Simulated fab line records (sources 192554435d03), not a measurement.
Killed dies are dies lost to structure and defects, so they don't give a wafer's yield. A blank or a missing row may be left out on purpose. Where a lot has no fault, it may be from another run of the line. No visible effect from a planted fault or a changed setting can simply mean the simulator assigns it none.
Chamber matching -- flow n5Finfet -- N5_BEOL_M3_PRE_CLEAN_60 on cvdCo-02 has 3 sister chambers
The step time 15 s. 3 wafers are shown with their chamber, then 11 later ones without.

## WAFERS PAIRED WITH THEIR CHAMBERS
wafer,chamber,heaterPowerW (W)
L086.3,1,52
L086.4,0,91
L087.3,2,84

## WAFERS WITH NO CHAMBER GIVEN
wafer,heaterPowerW (W)
L087.4,51
L087.6,85
L090.3,52
L090.5,87
L090.6,83
L091.1,89
L091.4,53
L091.5,84
L095.1,91
L095.5,84
L095.6,89

## WHICH CHAMBER EACH WENT THROUGH
wafer,from the rows above,in truth
L087.4,1,1
L087.6,2,2
L090.3,1,1
L090.5,can't be placed: 2 or 0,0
L090.6,2,2
L091.1,0,0
L091.4,1,1
L091.5,2,2
L095.1,0,0
L095.5,2,2
L095.6,0,0
Correct placement for 10 of the 11. Can't be placed from these rows: 1 (the true chamber is among the candidates in 1). Placed wrongly: 0.
How it was worked out, from the rows above alone: a wafer's distance from a chamber is the root of the sum, over the readings, of the square of ((its reading less the chamber's mean) divided by the reading's scatter). The wafer belongs to the nearest chamber; if the next one is less than 2 further off, it can't be placed. A chamber's mean is the mean of its shown wafers. The scatter: with one shown wafer a chamber, the root of the mean of the squares of how far each hidden wafer lies from its nearest shown one.
